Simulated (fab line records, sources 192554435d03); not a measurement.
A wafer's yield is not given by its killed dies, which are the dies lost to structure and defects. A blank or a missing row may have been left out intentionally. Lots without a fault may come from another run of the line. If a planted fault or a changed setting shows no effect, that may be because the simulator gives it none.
fab line records + flow n5Finfet
record:
- lots: 6
- wafers: 18
- lastDay: 17
route steps=1938 shown BEOL_M14@1767 BEOL_M15@1773
lots that met no fault: from a run of the same line without faults
startH: start of the lot's first displayed wafer, in hours after the record's first day + waitH: hours since the lot's step before + " identical to the entry in the row above + L1.1+2: one row covering several wafers at once + - no value, or no start given + * or withheld: withheld + < > ~ a bound
route shown NAME@n: a module of which the file shows steps, and the number in the route of the first + usual: mean and standard deviation over wafers with no fault + same: alike in all rows + chamber/n: place in a boat + sites: readings site by site + _std_site: the values' standard deviation + _edge_site: the outer-site mean with the inner-site mean subtracted + radiusMm: how far each site lies from the wafer's centre + mask NAME#n: copy n + behind: the most recent tool/chamber to have shaped the wafer + hold: cause of the lot's hold/its duration in hours/its outcome + device: which transistor (n, p or np) failed to switch + end of line: the tests these same wafers got at the end of their route + for a step that has no rows: nothing shown but its recipe + killed: the dies lost at the first sort to structure and to defects; this is not the yield of the wafer + map: the dies of a wafer, with x for killed, . for not killed, _ for no die there
set.NAME: the run value of the setting; set.NAME@STEP: its run value at that earlier step + model.NAME: the simulator's own value behind a step, which no gauge read
a table for each step, a row for each wafer; lots at some steps of the route
services: when a tool's chamber went out of use (startH, in hours from the record's first day, below 0 if earlier), for how many hours, and the reason
== steps ==
step: N5_BEOL_M14_CMP_49
recipe:
- stopOn: SiO2
- tOverpolishS: 5.2
- downForcePsi: 2
- platenRpm: 80
- clearingPlatenDownForcePsi: 2
- clearingPlatenRpm: 80
- postCmpClean: cuAlkaline
- targetThkNm: 560
- clearingPlatenPadVelocityMS: 1.5917
- padVelocityMS: 1.5917
usual:
- barrierFieldEndpointS: 11.3/0.31
- motorCurrentA: 7.6/0.61
- overpolishRunS: 5.199/0.009
- timeToEndpointS: 121/5.7
| lot.wafer | tool   | chamber | startH | waitH | barrierFieldEndpointS | motorCurrentA | overpolishRunS | timeToEndpointS |
|-----------|--------|---------|--------|-------|-----------------------|---------------|----------------|-----------------|
| L373.3    | cmp-04 | 2       | 254.86 | 0.2   | 11.3                  | 7.6           | 5.198          | 118             |
| L373.4    | "      | 1       | "      | "     | 11.0                  | 8.3           | 5.192          | 116             |
| L373.6    | "      | 3       | "      | "     | 11.1                  | 6.2           | 5.216          | 115             |
| L375.4    | cmp-04 | 0       | 276.66 | 0.2   | 11.1                  | 7.4           | 5.186          | 117             |
| L375.1    | "      | 1       | "      | "     | 11.3                  | 8.0           | 5.204          | 117             |
| L375.5    | "      | 0       | "      | "     | 11.4                  | 7.1           | 5.202          | 120             |
| L380.4    | cmp-01 | 0       | 303.88 | 0.1   | 11.5                  | 7.4           | 5.212          | 122             |
| L380.3    | "      | 1       | "      | "     | 11.5                  | 7.7           | 5.185          | 124             |
| L380.5    | "      | 1       | "      | "     | 11.7                  | 7.6           | 5.180          | 127             |
| L384.1    | cmp-04 | 2       | 339.00 | 0.4   | 11.2                  | 7.8           | 5.189          | 117             |
| L384.2    | "      | 3       | "      | "     | 11.0                  | 6.5           | 5.205          | 115             |
| L384.6    | "      | 1       | "      | "     | 10.8                  | 8.2           | 5.189          | 112             |
| L392.4    | cmp-04 | 2       | 374.23 | 0.1   | 11.0                  | 7.8           | 5.191          | 121             |
| L392.2    | "      | 3       | "      | "     | 10.7                  | 6.5           | 5.217          | 112             |
| L392.5    | "      | 2       | "      | "     | 11.0                  | 7.9           | 5.199          | 113             |
| L390.4    | cmp-04 | 3       | 375.20 | 0.1   | 11.1                  | 6.3           | 5.204          | 118             |
| L390.3    | "      | 2       | "      | "     | 11.9                  | 7.6           | 5.192          | 126             |
| L390.6    | "      | 0       | "      | "     | 11.1                  | 7.5           | 5.199          | 119             |
step: N5_BEOL_M14_THK_MEAS_50
recipe:
- thkMeasGauge: xrf
- reads: Cu_of_BEOL_M14_ECD_47
usual:
- M14_THK: 551/14
| lot.wafer | tool         | chamber | startH | waitH | M14_THK[nm] |
|-----------|--------------|---------|--------|-------|-------------|
| L373.3    | filmMetro-01 | -       | 255.15 | -     | 551         |
| L373.4    | "            | -       | "      | "     | 554         |
| L373.6    | "            | -       | "      | "     | 512         |
| L375.1    | filmMetro-02 | -       | 276.92 | -     | 579         |
| L375.4    | "            | -       | "      | "     | 556         |
| L375.5    | "            | -       | "      | "     | 570         |
| L380.3    | filmMetro-01 | -       | 304.18 | -     | 553         |
| L380.4    | "            | -       | "      | "     | 541         |
| L380.5    | "            | -       | "      | "     | 551         |
| L384.1    | filmMetro-01 | -       | 339.22 | -     | 547         |
| L384.2    | "            | -       | "      | "     | 573         |
| L384.6    | "            | -       | "      | "     | 564         |
| L392.2    | filmMetro-01 | -       | 374.52 | -     | 544         |
| L392.4    | "            | -       | "      | "     | 556         |
| L392.5    | "            | -       | "      | "     | 555         |
| L390.3    | filmMetro-02 | -       | 375.50 | -     | 537         |
| L390.4    | "            | -       | "      | "     | 567         |
| L390.6    | "            | -       | "      | "     | 544         |
step: N5_BEOL_M14_PRE_CLEAN_52
recipe:
- gas: NH3
- timeS: 15
- tempC: withheld
- rfPowerW: 300
step: N5_BEOL_M14_DEP_53
recipe:
- material: SiCN
- targetThkA: 500
- tempC: withheld
- precursor: 3MS/NH3
- pressureTorr: 3
- rfW: 675
- timeS: 17.8
usual:
- rfFwdPowerW: 667/3.4
- showerheadPlenumPTorr: 4.160/0.023
- throttleValvePct: 18.2/0.72
| lot.wafer | tool     | chamber | startH | waitH | rfFwdPowerW | showerheadPlenumPTorr | sinceWetCleanH | throttleValvePct |
|-----------|----------|---------|--------|-------|-------------|-----------------------|----------------|------------------|
| L373.3    | pecvd-04 | 1       | 255.24 | 0.0   | 664         | 4.197                 | -              | 17.7             |
| L373.4    | "        | 0       | "      | "     | 671         | 4.127                 | -              | 18.5             |
| L373.6    | "        | 1       | "      | "     | 662         | 4.198                 | -              | 17.8             |
| L375.1    | pecvd-02 | 1       | 276.98 | 0.0   | 670         | 4.145                 | 1525           | 18.9             |
| L375.4    | "        | 0       | "      | "     | 670         | 4.192                 | -              | 17.1             |
| L375.5    | "        | 1       | "      | "     | 668         | 4.144                 | -              | 19.0             |
| L380.3    | pecvd-04 | 0       | 304.24 | 0.0   | 671         | 4.117                 | 1189           | 18.7             |
| L380.4    | "        | 1       | "      | "     | 670         | 4.192                 | -              | 17.9             |
| L380.5    | "        | 2       | "      | "     | 667         | 4.129                 | -              | 19.0             |
| L384.1    | pecvd-01 | 1       | 339.29 | 0.0   | 663         | 4.146                 | 2131           | 17.6             |
| L384.2    | "        | 2       | "      | "     | 671         | 4.177                 | 652            | 18.4             |
| L384.6    | "        | 0       | "      | "     | 666         | 4.141                 | -              | 19.1             |
| L392.2    | pecvd-01 | 1       | 374.58 | 0.0   | 663         | 4.152                 | 2166           | 17.8             |
| L392.4    | "        | 1       | "      | "     | 657         | 4.158                 | -              | 17.7             |
| L392.5    | "        | 0       | "      | "     | 665         | 4.148                 | -              | 18.9             |
| L390.3    | pecvd-04 | 1       | 375.56 | 0.0   | 669         | 4.198                 | 1986           | 17.8             |
| L390.4    | "        | 1       | "      | "     | 667         | 4.189                 | -              | 17.8             |
| L390.6    | "        | 2       | "      | "     | 670         | 4.127                 | -              | 19.3             |
step: N5_BEOL_M14_RS_MEAS_54
recipe:
- thkMeasGauge: four-point-probe
- reads: Cu_of_BEOL_M14_ECD_47+Ta_of_BEOL_M14_SPUTTER_44+TaN_of_BEOL_M14_SPUTTER_43
usual:
- M14_RS: 0.0332/0.0008
| lot.wafer | tool         | chamber | startH | waitH | M14_RS[ohm/sq] |
|-----------|--------------|---------|--------|-------|----------------|
| L373.3    | filmMetro-02 | -       | 255.31 | 0.1   | 0.0332         |
| L373.4    | "            | -       | "      | "     | 0.0331         |
| L373.6    | "            | -       | "      | "     | 0.0359         |
| L375.1    | filmMetro-02 | -       | 277.05 | 0.0   | 0.0320         |
| L375.4    | "            | -       | "      | "     | 0.0335         |
| L375.5    | "            | -       | "      | "     | 0.0326         |
| L380.3    | filmMetro-01 | -       | 304.31 | 0.1   | 0.0328         |
| L380.4    | "            | -       | "      | "     | 0.0336         |
| L380.5    | "            | -       | "      | "     | 0.0330         |
| L384.1    | filmMetro-01 | -       | 339.37 | 0.1   | 0.0334         |
| L384.2    | "            | -       | "      | "     | 0.0316         |
| L384.6    | "            | -       | "      | "     | 0.0322         |
| L392.2    | filmMetro-01 | -       | 374.65 | 0.1   | 0.0330         |
| L392.4    | "            | -       | "      | "     | 0.0325         |
| L392.5    | "            | -       | "      | "     | 0.0325         |
| L390.3    | filmMetro-02 | -       | 375.63 | 0.1   | 0.0347         |
| L390.4    | "            | -       | "      | "     | 0.0330         |
| L390.6    | "            | -       | "      | "     | 0.0345         |
step: N5_BEOL_M14_INSPECT_55
recipe:
- inspectInstrument: darkfield
- mode: postDep
usual:
- rawDefectCount: 66/20
| lot.wafer | tool             | chamber | startH | waitH | rawDefectCount |
|-----------|------------------|---------|--------|-------|----------------|
| L373.3    | defectInspect-02 | -       | 256.32 | 1.0   | 66             |
| L373.4    | "                | -       | "      | "     | 45             |
| L373.6    | "                | -       | "      | "     | 85             |
| L375.1    | defectInspect-02 | -       | 277.08 | 0.0   | 84             |
| L375.4    | "                | -       | "      | "     | 65             |
| L375.5    | "                | -       | "      | "     | 46             |
| L380.3    | defectInspect-01 | -       | 304.33 | 0.0   | 135            |
| L380.4    | "                | -       | "      | "     | 61             |
| L380.5    | "                | -       | "      | "     | 93             |
| L384.1    | defectInspect-01 | -       | 339.39 | 0.0   | 50             |
| L384.2    | "                | -       | "      | "     | 89             |
| L384.6    | "                | -       | "      | "     | 53             |
| L392.2    | defectInspect-02 | -       | 374.68 | 0.0   | 59             |
| L392.4    | "                | -       | "      | "     | 45             |
| L392.5    | "                | -       | "      | "     | 52             |
| L390.3    | defectInspect-01 | -       | 375.65 | 0.0   | 28             |
| L390.4    | "                | -       | "      | "     | 54             |
| L390.6    | "                | -       | "      | "     | 68             |
step: N5_BEOL_M15_ILD_DEP_00
recipe:
- material: SiO2
- targetThkA: 16293
- tempC: 400
- precursor: TEOS/O2
- pressureTorr: 6.5
- rfW: 900
- teosFlowSccm: 161.4
- gas: O2
- flowSccm: 2650
- timeS: 346.1
usual:
- heaterPowerW: 511/110
- rfFwdPowerW: 898.8/2.6
- showerheadPlenumPTorr: 8.35/0.03
- throttleValvePct: 18.8/0.96
| lot.wafer | tool     | chamber | startH | waitH | heaterPowerW | rfFwdPowerW | showerheadPlenumPTorr | sinceWetCleanH | throttleValvePct |
|-----------|----------|---------|--------|-------|--------------|-------------|-----------------------|----------------|------------------|
| L373.3    | pecvd-02 | 0       | 256.36 | 0.0   | 563          | 898.6       | 8.38                  | 779            | 17.8             |
| L373.4    | "        | 1       | "      | "     | 611          | 896.5       | 8.33                  | -              | 19.9             |
| L373.6    | "        | 0       | "      | "     | 611          | 894.4       | 8.39                  | -              | 17.8             |
| L375.1    | pecvd-01 | 1       | 277.11 | 0.0   | 598          | 896.3       | 8.35                  | 2069           | 18.0             |
| L375.4    | "        | 1       | "      | "     | 674          | 893.0       | 8.35                  | -              | 18.2             |
| L375.5    | "        | 0       | "      | "     | 623          | 899.5       | 8.30                  | -              | 19.8             |
| L380.3    | pecvd-01 | 1       | 304.48 | 0.1   | 515          | 897.0       | 8.34                  | -              | 18.0             |
| L380.4    | "        | 0       | "      | "     | 641          | 900.9       | 8.32                  | -              | 19.7             |
| L380.5    | "        | 1       | "      | "     | 617          | 899.7       | 8.36                  | -              | 18.2             |
| L384.1    | pecvd-03 | 0       | 339.43 | 0.0   | 364          | 896.3       | 8.38                  | 1043           | 20.1             |
| L384.2    | "        | 2       | "      | "     | 487          | 896.4       | 8.33                  | 289            | 18.0             |
| L384.6    | "        | 2       | "      | "     | 394          | 900.2       | 8.36                  | -              | 18.3             |
| L392.2    | pecvd-02 | 2       | 374.71 | 0.0   | 738          | 898.8       | 8.39                  | 143            | 17.8             |
| L392.4    | "        | 1       | "      | "     | 604          | 896.6       | 8.31                  | -              | 19.9             |
| L392.5    | "        | 0       | "      | "     | 467          | 898.6       | 8.40                  | -              | 18.3             |
| L390.3    | pecvd-03 | 1       | 375.69 | 0.0   | 408          | 897.4       | 8.37                  | 1805           | 19.3             |
| L390.4    | "        | 2       | "      | "     | 390          | 901.7       | 8.34                  | -              | 18.0             |
| L390.6    | "        | 0       | "      | "     | 286          | 898.2       | 8.35                  | -              | 20.4             |
step: N5_BEOL_M15_THK_MEAS_01
recipe:
- reads: SiO2_of_BEOL_M15_ILD_DEP_00
usual:
- M15_ILD_THK: 1623/25
| lot.wafer | tool         | chamber | startH | waitH | M15_ILD_THK[nm] |
|-----------|--------------|---------|--------|-------|-----------------|
| L373.3    | filmMetro-02 | -       | 256.61 | 0.1   | 1627            |
| L373.4    | "            | -       | "      | "     | 1622            |
| L373.6    | "            | -       | "      | "     | 1614            |
| L375.1    | filmMetro-01 | -       | 277.36 | 0.1   | 1612            |
| L375.4    | "            | -       | "      | "     | 1638            |
| L375.5    | "            | -       | "      | "     | 1649            |
| L380.3    | filmMetro-02 | -       | 304.73 | 0.1   | 1628            |
| L380.4    | "            | -       | "      | "     | 1648            |
| L380.5    | "            | -       | "      | "     | 1635            |
| L384.1    | filmMetro-01 | -       | 339.68 | 0.1   | 1597            |
| L384.2    | "            | -       | "      | "     | 1601            |
| L384.6    | "            | -       | "      | "     | 1631            |
| L392.2    | filmMetro-01 | -       | 374.97 | 0.1   | 1572            |
| L392.4    | "            | -       | "      | "     | 1646            |
| L392.5    | "            | -       | "      | "     | 1638            |
| L390.3    | filmMetro-02 | -       | 375.94 | 0.1   | 1654            |
| L390.4    | "            | -       | "      | "     | 1673            |
| L390.6    | "            | -       | "      | "     | 1684            |
step: N5_BEOL_M15_COAT_58
recipe:
- resist: BARC
- tempC: 205
- timeS: 60
- spinRpm: 1500
- resistThkNm: 89
step: N5_BEOL_M15_COAT_04
recipe:
- spinRpm: 1704
- resistThkNm: 800
step: N5_BEOL_M15_EBR_06
recipe:
- solvent: PGMEA
- ebrWidthMm: 1.5
step: N5_BEOL_M15_SOFTBAKE_05
recipe:
- tempC: 130
- timeS: 60
step: N5_BEOL_M15_EXPOSE_07
recipe:
- maskId: V14
- na: 0.8
- sourceShape: annular
- sigmaInner: 0.5
- sigmaOuter: 0.8
- polarization: unpolarized
- attpsmPhaseDeg: 180
- doseMj: 41.25
| lot.wafer  | tool          | chamber | startH | waitH | mask  | model.BEOL_M15.overlayXNm |
|------------|---------------|---------|--------|-------|-------|---------------------------|
| L373.3+4+6 | krfScanner-01 | 0       | 256.88 | -     | V14#0 | 0.6                       |
| L375.1+4+5 | krfScanner-02 | 0       | 277.50 | -     | V14#0 | 1                         |
| L380.3+4+5 | krfScanner-02 | 0       | 304.87 | -     | V14#0 | 61.4                      |
| L384.1+2+6 | krfScanner-02 | 0       | 339.97 | -     | V14#0 | 67.8                      |
| L392.2+4+5 | krfScanner-01 | 0       | 375.23 | -     | V14#0 | -0.6                      |
| L390.3+4+6 | krfScanner-01 | 0       | 376.08 | -     | V14#0 | 4.2                       |
step: N5_BEOL_M15_PEB_08
recipe:
- pebTempC: 130
- pebTimeS: 90
step: N5_BEOL_M15_DEVELOP_09
recipe:
- developTimeS: 45
- rinseLiquid: diw
- dry: airSpin
- devTempC: 21
step: N5_BEOL_M15_HARDBAKE_14
recipe:
- tempC: 130
- timeS: 120
step: N5_BEOL_M15_CD_MEAS_10
recipe:
- targetCdNm: 360
- landingEnergyEv: 500
- detector: seInlens
- polarity: opening
usual:
- cdNm: 360.7/1.7
| lot.wafer | tool     | chamber | startH | waitH | cdNm  |
|-----------|----------|---------|--------|-------|-------|
| L373.3    | cdSem-03 | 0       | 257.04 | -     | 360.4 |
| L373.4    | "        | 0       | "      | "     | 364.3 |
| L373.6    | "        | 0       | "      | "     | 361.3 |
| L375.1    | cdSem-02 | 0       | 277.67 | -     | 360.6 |
| L375.4    | "        | 0       | "      | "     | 362.6 |
| L375.5    | "        | 0       | "      | "     | 360.2 |
| L380.3    | cdSem-01 | 0       | 305.03 | -     | 357.5 |
| L380.4    | "        | 0       | "      | "     | 360.1 |
| L380.5    | "        | 0       | "      | "     | 360.5 |
| L384.1    | cdSem-02 | 0       | 340.14 | -     | 360.3 |
| L384.2    | "        | 0       | "      | "     | 362.1 |
| L384.6    | "        | 0       | "      | "     | 359.5 |
| L392.2    | cdSem-03 | 0       | 375.39 | -     | 357.4 |
| L392.4    | "        | 0       | "      | "     | 358.9 |
| L392.5    | "        | 0       | "      | "     | 359.6 |
| L390.3    | cdSem-02 | 0       | 376.25 | -     | 359.8 |
| L390.4    | "        | 0       | "      | "     | 360.4 |
| L390.6    | "        | 0       | "      | "     | 360.3 |
step: N5_BEOL_M15_OVL_MEAS_11
recipe:
- pointsPerWafer: 44
usual:
- V14_OVL: 2/5.5
| lot.wafer | tool       | chamber | startH | waitH | V14_OVL[nm] |
|-----------|------------|---------|--------|-------|-------------|
| L373.3    | overlay-01 | 0       | 257.07 | 0.0   | -2          |
| L373.4    | "          | 0       | "      | "     | 5           |
| L373.6    | "          | 0       | "      | "     | 3           |
| L375.1    | overlay-02 | 0       | 277.70 | 0.0   | 2           |
| L375.4    | "          | 0       | "      | "     | 5           |
| L375.5    | "          | 0       | "      | "     | -2          |
| L380.3    | overlay-02 | 0       | 305.06 | 0.0   | 68          |
| L380.4    | "          | 0       | "      | "     | 58          |
| L380.5    | "          | 0       | "      | "     | 71          |
| L384.1    | overlay-01 | 0       | 340.17 | 0.0   | 72          |
| L384.2    | "          | 0       | "      | "     | 63          |
| L384.6    | "          | 0       | "      | "     | 66          |
| L392.2    | overlay-01 | 0       | 375.42 | 0.0   | -10         |
| L392.4    | "          | 0       | "      | "     | -5          |
| L392.5    | "          | 0       | "      | "     | -6          |
| L390.3    | overlay-02 | 0       | 376.27 | 0.0   | 10          |
| L390.4    | "          | 0       | "      | "     | 9           |
| L390.6    | "          | 0       | "      | "     | 8           |
step: N5_BEOL_M15_INSPECT_12
recipe:
- mode: adi
- inspectInstrument: macro
usual:
- rawDefectCount: 2.1/1.5
| lot.wafer | tool             | chamber | startH | waitH | rawDefectCount |
|-----------|------------------|---------|--------|-------|----------------|
| L373.3    | defectInspect-02 | -       | 257.09 | 0.0   | 5              |
| L373.4    | "                | -       | "      | "     | 2              |
| L373.6    | "                | -       | "      | "     | 2              |
| L375.1    | defectInspect-02 | -       | 277.72 | 0.0   | 1              |
| L375.4    | "                | -       | "      | "     | 6              |
| L375.5    | "                | -       | "      | "     | 1              |
| L380.3    | defectInspect-01 | -       | 305.09 | 0.0   | 1              |
| L380.4    | "                | -       | "      | "     | 3              |
| L380.5    | "                | -       | "      | "     | 2              |
| L384.1    | defectInspect-02 | -       | 340.20 | 0.0   | 2              |
| L384.2    | "                | -       | "      | "     | 1              |
| L384.6    | "                | -       | "      | "     | 3              |
| L392.2    | defectInspect-02 | -       | 375.45 | 0.0   | 3              |
| L392.4    | "                | -       | "      | "     | 5              |
| L392.5    | "                | -       | "      | "     | 1              |
| L390.3    | defectInspect-01 | -       | 376.30 | 0.0   | 0              |
| L390.4    | "                | -       | "      | "     | 0              |
| L390.6    | "                | -       | "      | "     | 4              |
== services ==
| tool          | chamber | startH | hours | kind          |
|---------------|---------|--------|-------|---------------|
| pecvd-04      | 0       | 233.51 | 2.1   | scheduledDown |
| pecvd-04      | 1       | 236.22 | 5.5   | scheduledDown |
| pecvd-04      | 2       | 241.68 | 16.5  | scheduledDown |
| krfScanner-02 | -       | 251.17 | 0.8   | pm            |
| cmp-04        | -       | 264.91 | 0.9   | repair        |
| cmp-01        | -       | 265.48 | 1.2   | repair        |
| krfScanner-02 | -       | 269.56 | 5.0   | repair        |
| pecvd-04      | 1       | 277.93 | 6.6   | repair        |
| pecvd-01      | 1       | 285.45 | 3.6   | repair        |
| krfScanner-01 | -       | 287.26 | 1.0   | pm            |
| pecvd-03      | -       | 288.28 | 0.2   | repair        |
| krfScanner-02 | -       | 297.06 | 1.1   | repair        |
| krfScanner-02 | -       | 298.70 | 1.0   | pm            |
| pecvd-01      | 2       | 301.67 | 5.5   | scheduledDown |
| pecvd-03      | -       | 308.06 | 5.5   | pm            |
| pecvd-02      | -       | 314.19 | 0.9   | repair        |
| cmp-04        | -       | 316.35 | 4.8   | pm            |
| pecvd-03      | 0       | 320.82 | 12.4  | repair        |
| cmp-01        | -       | 327.64 | 3.1   | repair        |
| cmp-04        | -       | 337.47 | 0.8   | repair        |
| krfScanner-02 | -       | 338.26 | 1.3   | pm            |
| krfScanner-01 | -       | 339.56 | 4.4   | pm            |
| pecvd-04      | -       | 348.77 | 4.3   | pm            |
| cmp-01        | -       | 350.40 | 4.0   | pm            |
== key ==
firstSign:
- step: N5_BEOL_M15_OVL_MEAS_11
- reading: V14_OVL
- direction: up
- sigmas: 12
- usual: 2
- struck: 66
effect none on later readings
modelEffect:
- step: N5_BEOL_M15_EXPOSE_07
- value: BEOL_M15.overlayXNm
- without: -0.6
- struck: 64.6
metAt N5_BEOL_M15_EXPOSE_07
struckWafers L380.3,L380.4,L380.5,L384.1,L384.2,L384.6
onsetBetween 277.50 304.87
fault:
- kind: scannerMatchingOverlay
- tool: krfScanner-02
- chamber: -
- onsetH: 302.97
- steps: N5_BEOL_M15_EXPOSE_07
- offset: 65.217
